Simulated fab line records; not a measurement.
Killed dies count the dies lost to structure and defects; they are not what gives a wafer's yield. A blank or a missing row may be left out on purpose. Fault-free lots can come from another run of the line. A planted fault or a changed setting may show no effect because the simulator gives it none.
A lot that was struck, set against a sound lot || flow n5Finfet || 14 steps out of a route of 1938
Sound: wafers L262.1, L262.4, L262.6. Wafers struck: L270.3, L270.4, L270.5. The cause is given at the end.
Each step with rows lists, per side, the tool, then ch with its chambers, then its first start. Under that, the readings that differ: sound wafers || struck wafers || difference of the means || sigmas: that difference in standard deviations of wafers without a fault.
alike: words and numbers the same on both sides, and readings whose means are apart by under 2 such deviations; not compared: readings that were withheld, readings missing a value for some wafer, numbers with overlapping values and no deviation given by the record, and bounds like >300 which may hide the same value.
Wherever a step has rows on one side only, a row that says differs or no value, or a row with sigmas, the two part there. Numbers that have no deviation but don't overlap get no sigmas and don't part them. Lack of a reading on every wafer of one side parts them only where that side has two or more wafers.

N5_BEOL_M3_STRIP_66: strips in CF4.
  sound on rieDiel-02 ch 0,2, day 8 00:19; struck on rieDiel-06 ch 0,3, day 10 09:21
  alike: drypumpMotorCurrentA, oesProductAu, rfVppV, showerheadPlenumPTorr, throttleValvePct
  not compared: rfHoursCounterH
N5_BEOL_M3_HM_OPEN_17: chemistry Cl2/BCl3, target TiN, target depth 20 nm, overetch 6 nm.
  sound on rieMetal-01 ch 0,1, day 8 00:21; struck on rieMetal-03 ch 0,1, day 10 09:25
  alike: drypumpMotorCurrentA, mfcArSccm, oesProductAu, throttleValvePct
  not compared: rfHoursCounterH
N5_BEOL_M3_STRIP_19: strips in O2.
  sound on rieDiel-05 ch 2,3, day 8 00:28; struck on rieDiel-06 ch 0,2, day 10 09:36
  alike: drypumpMotorCurrentA, oesProductAu, rfVppV, showerheadPlenumPTorr, throttleValvePct
  not compared: rfHoursCounterH
N5_BEOL_M3_CD_MEAS_18: pitch 36 nm, target cd 18 nm.
  struck on cdSem-03, day 10 09:40; sound on cdSem-03, day 8 00:32
  alike: cdNm
then, 8 steps without rows for these wafers: N5_BEOL_M3_COAT_67 (time 60 s, resist thk 60 nm); N5_BEOL_M3_COAT_68 (time 60 s, resist thk 12 nm); N5_BEOL_M3_COAT_76 (time 60 s, resist thk 5 nm); N5_BEOL_M3_COAT_22 (resist thk 30 nm); N5_BEOL_M3_EBR_24; N5_BEOL_M3_SOFTBAKE_23 (time 60 s); N5_BEOL_M3_EXPOSE_25 (exposes mask V2, defocus 5 nm); N5_BEOL_M3_PEB_26 (peb time 60 s).
N5_BEOL_M3_DEVELOP_27: develop time 30 s.
  struck on lithoTrack-05, day 10 10:04; sound on lithoTrack-01 ch 0, day 8 00:47
  no value came back on the struck wafers for chillPlateTempC (C), developTimeS (s), exhaustPa (Pa); on the sound wafers chillPlateTempC (C) reads 22.96 22.99 23.13
{"reading": "model.CAR-EUV_of_BEOL_M3_COAT_22.thkNm (nm)", "sound": "29.6 29.6 29.6", "struck": "30 30 30", "difference": "+0", "sigmas": ""}
N5_BEOL_M3_CD_MEAS_28: target cd 25.7 nm, target cd y 23.3 nm.
  sound on cdSem-03 ch 0, day 8 00:51; struck on cdSem-01 ch 0, day 10 10:07
{"reading": "cdNm (nm)", "sound": "25.88 25.66 25.31", "struck": "- - -", "difference": "no value on the struck wafers", "sigmas": ""}

== WHERE THEY PART ==
Last at N5_BEOL_M3_CD_MEAS_28 as far as this record goes, first at N5_BEOL_M3_DEVELOP_27.

WHY: whatever the simulator had introduced
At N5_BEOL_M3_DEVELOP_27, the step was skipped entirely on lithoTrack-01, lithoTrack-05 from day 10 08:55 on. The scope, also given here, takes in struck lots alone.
